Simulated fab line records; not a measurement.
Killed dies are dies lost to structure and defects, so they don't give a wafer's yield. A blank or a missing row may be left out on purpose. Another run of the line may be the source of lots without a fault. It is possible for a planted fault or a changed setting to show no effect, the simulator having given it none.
A struck lot beside a sound one | flow nandHarc | 15 out of 1302 route steps
Sound: the wafers L813.2, L813.3, L813.6. Wafers L822.2, L822.3, L822.4 were the ones struck. The cause comes at the end.
Each step with rows lists, per side, the tool, then ch with its chambers, then its first start. Under that, the readings that differ: sound wafers | struck wafers | difference of the means | sigmas: that difference in standard deviations of wafers without a fault.
alike: a reading whose means differ by less than 2 such deviations, as well as words and numbers matching on both sides. not compared: withheld readings; readings where some wafer has no value; bounds like >300 that might hide an equal value; numbers whose values overlap and for which the record gives no deviation.
The two part at a step that has a row with sigmas, a row that says differs or no value, or rows on one side only. Numbers that have no deviation but don't overlap get no sigmas and don't part them. A reading that every wafer of one side lacks parts them only if that side has two wafers or more.

NHARC_A_M1_PRE_CLEAN_32: time 12 s.
  sound on pecvd-04 ch 0,1, day 23 07:53; struck on pecvd-01 ch 0,1,2, day 27 18:46
  alike: heaterPowerW
NHARC_A_M1_DEP_33: deposits SiCN, target thk 30 nm.
  sound on pecvd-04 ch 0,1, day 23 07:58; struck on pecvd-01 ch 0,1,2, day 27 18:53
reading          | sound       | struck      | difference | sigmas
heaterPowerW (W) | 675 733 739 | 441 629 581 | -165       | -3
NHARC_A_BONDPAD_DEP_00: deposits SiCN, target thk 250 nm.
  sound on pecvd-03 ch 0,1, day 23 08:31; struck on pecvd-02 ch 0,1,2, day 27 19:23
  alike: heaterPowerW
NHARC_A_BONDPAD_CMP_29: polishes SiCN, target thk 200 nm.
  sound on cmp-02 ch 0,1,2, day 23 08:59; struck on cmp-02 ch 0,2,3, day 27 19:47
  alike: edgeZonePressureFrac, motorCurrentA
NHARC_A_BONDPAD_THK_MEAS_30: measures by ellipsometry.
  struck on filmMetro-02, day 27 20:02; sound on filmMetro-02, day 23 09:11
  alike: thkNm
then, 7 steps without rows for these wafers: NHARC_A_BONDPAD_SRD_31; NHARC_A_BONDPAD_DEHYDRATE_01 (time 120 s); NHARC_A_BONDPAD_HMDS_02 (time 30 s); NHARC_A_BONDPAD_COAT_33 (time 65 s); NHARC_A_BONDPAD_COAT_03 (resist thk 600 nm); NHARC_A_BONDPAD_SOFTBAKE_04 (time 70 s); NHARC_A_BONDPAD_EBR_05.
NHARC_A_BONDPAD_EXPOSE_06: exposes mask A BPAD.
  sound on krfScanner-03 ch 0, day 23 09:36; struck on krfScanner-03 ch 0, day 27 20:28
reading           | sound             | struck            | difference | sigmas
exposureDoseMJCm2 | 36.87 36.91 36.92 | 34.15 34.18 34.14 | -2.74      | -61
  alike: mask, reticleTempC
then, 1 step without rows for these wafers: NHARC_A_BONDPAD_PEB_07 (peb time 80 s).
NHARC_END_SORT_01:
  the record has rows for the struck wafers here (prober-01 ch 0, day 29 03:14) and none for the sound ones

## WHERE THEY PART
At NHARC_A_M1_DEP_33 first; at NHARC_END_SORT_01 last (within this record only).

WHY: the cause the simulator had injected
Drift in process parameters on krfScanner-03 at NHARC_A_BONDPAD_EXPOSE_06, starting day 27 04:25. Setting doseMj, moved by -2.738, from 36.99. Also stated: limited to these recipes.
